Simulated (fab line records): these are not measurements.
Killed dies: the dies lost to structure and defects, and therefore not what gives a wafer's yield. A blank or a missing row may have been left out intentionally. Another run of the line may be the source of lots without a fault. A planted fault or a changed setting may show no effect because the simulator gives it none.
Matching of chambers || flow n5-finfet || N5_BEOL_M1_ALD_98 on ald-sin-04 has 4 sister chambers
The step deposits SiO2, target thk 2.5 nm, pulse time 1 s, co reactant pulse time 1 s. 8 wafers are shown with their chamber, then 9 later ones without.

== WAFERS PAIRED WITH THEIR CHAMBERS ==
{"wafer": "L081.4", "chamber": 3, "heater-power-w (W)": 84, "precursor-pulse-height-rel": 0.980}
{"wafer": "L081.6", "chamber": 2, "heater-power-w (W)": 79, "precursor-pulse-height-rel": 1.006}
{"wafer": "L084.1", "chamber": 0, "heater-power-w (W)": 86, "precursor-pulse-height-rel": 1.027}
{"wafer": "L084.3", "chamber": 3, "heater-power-w (W)": 81, "precursor-pulse-height-rel": 0.986}
{"wafer": "L084.5", "chamber": 0, "heater-power-w (W)": 86, "precursor-pulse-height-rel": 0.991}
{"wafer": "L085.2", "chamber": 2, "heater-power-w (W)": 78, "precursor-pulse-height-rel": 0.991}
{"wafer": "L085.4", "chamber": 1, "heater-power-w (W)": 80, "precursor-pulse-height-rel": 0.999}
{"wafer": "L085.6", "chamber": 1, "heater-power-w (W)": 80, "precursor-pulse-height-rel": 0.991}

== WAFERS WHOSE CHAMBER IS MISSING ==
{"wafer": "L087.1", "heater-power-w (W)": 78, "precursor-pulse-height-rel": 0.991}
{"wafer": "L087.2", "heater-power-w (W)": 85, "precursor-pulse-height-rel": 1.041}
{"wafer": "L087.5", "heater-power-w (W)": 88, "precursor-pulse-height-rel": 1.006}
{"wafer": "L088.1", "heater-power-w (W)": 87, "precursor-pulse-height-rel": 1.006}
{"wafer": "L088.4", "heater-power-w (W)": 80, "precursor-pulse-height-rel": 1.006}
{"wafer": "L088.5", "heater-power-w (W)": 82, "precursor-pulse-height-rel": 1.008}
{"wafer": "L092.2", "heater-power-w (W)": 81, "precursor-pulse-height-rel": 1.004}
{"wafer": "L092.4", "heater-power-w (W)": 83, "precursor-pulse-height-rel": 1.033}
{"wafer": "L092.5", "heater-power-w (W)": 78, "precursor-pulse-height-rel": 1.007}

== WHICH CHAMBER EACH WENT THROUGH ==
{"wafer": "L087.1", "from the rows above": "can't be placed: 2 or 1", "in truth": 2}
{"wafer": "L087.2", "from the rows above": 0, "in truth": 0}
{"wafer": "L087.5", "from the rows above": 0, "in truth": 0}
{"wafer": "L088.1", "from the rows above": 0, "in truth": 0}
{"wafer": "L088.4", "from the rows above": "can't be placed: 1 or 2 or 3", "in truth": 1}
{"wafer": "L088.5", "from the rows above": "can't be placed: 3 or 1 or 2 or 0", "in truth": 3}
{"wafer": "L092.2", "from the rows above": "can't be placed: 1 or 3 or 2", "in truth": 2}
{"wafer": "L092.4", "from the rows above": "can't be placed: 0 or 3 or 1 or 2", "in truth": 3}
{"wafer": "L092.5", "from the rows above": "can't be placed: 2 or 1", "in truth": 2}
Correctly placed: 3 of 9. Unplaceable from these rows: 6, with the true chamber sitting among the candidates in 6. 0 placed wrongly.
How it was worked out, from the rows above alone: a wafer's distance from a chamber is the root of the sum, over the readings, of the square of ((its reading less the chamber's mean) divided by the reading's scatter). The wafer belongs to the nearest chamber; if the next one is less than 2 further off, it can't be placed. Each chamber's mean is taken over the wafers shown for it. The scatter: take each reading less its chamber's mean, square it, sum over the shown wafers, divide by the number of wafers less the number of chambers, and take the root.
